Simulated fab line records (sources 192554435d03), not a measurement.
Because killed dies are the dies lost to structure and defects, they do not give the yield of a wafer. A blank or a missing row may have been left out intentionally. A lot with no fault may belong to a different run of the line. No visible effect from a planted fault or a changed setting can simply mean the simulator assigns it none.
Chamber matching + flow n5_finfet + N5_BEOL_M4_CO_CAP_55 on cvd_co-01 has 3 sister chambers
The step material Co, precursor CCTBA/H2, target thk 2 nm, time 102.1 s. 22 wafers are shown with their chamber, then 11 later ones without.

WAFERS WITH THEIR CHAMBER
| wafer  | chamber | heater_power_w (W) |
|--------|---------|--------------------|
| L074.1 | 2       | 229                |
| L074.3 | 0       | 221                |
| L074.5 | 0       | 220                |
| L083.1 | 1       | 196                |
| L083.4 | 0       | 226                |
| L083.5 | 1       | 192                |
| L084.1 | 2       | 232                |
| L084.3 | 1       | 198                |
| L084.5 | 1       | 192                |
| L082.2 | 0       | 217                |
| L082.3 | 1       | 189                |
| L082.6 | 2       | 227                |
| L087.2 | 0       | 220                |
| L087.4 | 0       | 222                |
| L087.6 | 1       | 194                |
| L089.2 | 1       | 198                |
| L089.3 | 0       | 220                |
| L089.5 | 1       | 195                |
| L090.1 | 0       | 217                |
| L090.4 | 0       | 222                |
| L090.6 | 1       | 195                |
| L092.3 | 0       | 220                |

SIGNATURES (averages over the wafers above)
| reading        | chamber 0 | chamber 1 | chamber 2 | scatter within a chamber |
|----------------|-----------|-----------|-----------|--------------------------|
| heater_power_w | 220.50    | 194.33    | 229.33    | 2.75                     |
Rule: distance of a wafer from a chamber = root of the sum over the readings of ((wafer's reading minus chamber's mean) / reading's scatter) squared. The wafer belongs to the nearest chamber; if the next one is less than 2 further off, it can't be placed. The scatter: the root of (the sum of the squares of (reading less its chamber's mean) over the shown wafers, divided by (wafers less chambers)).

WAFERS WITH NO CHAMBER GIVEN
| wafer  | heater_power_w (W) |
|--------|--------------------|
| L092.5 | 189                |
| L092.6 | 231                |
| L095.2 | 231                |
| L095.5 | 233                |
| L095.6 | 184                |
| L097.2 | 227                |
| L097.3 | 238                |
| L097.5 | 230                |
| L096.1 | 236                |
| L096.2 | 227                |
| L096.4 | 186                |

EACH ONE'S CHAMBER
| wafer  | from the rows above     | in truth |
|--------|-------------------------|----------|
| L092.5 | 1                       | 1        |
| L092.6 | 2                       | 2        |
| L095.2 | 2                       | 2        |
| L095.5 | 2                       | 2        |
| L095.6 | 1                       | 1        |
| L097.2 | can't be placed: 2 or 0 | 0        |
| L097.3 | 2                       | 2        |
| L097.5 | 2                       | 2        |
| L096.1 | 2                       | 2        |
| L096.2 | can't be placed: 2 or 0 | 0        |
| L096.4 | 1                       | 1        |
Placed correctly: 9 of 11. From these rows, 2 cannot be placed; in 2 the true chamber is one of the candidates. 0 placed wrongly.
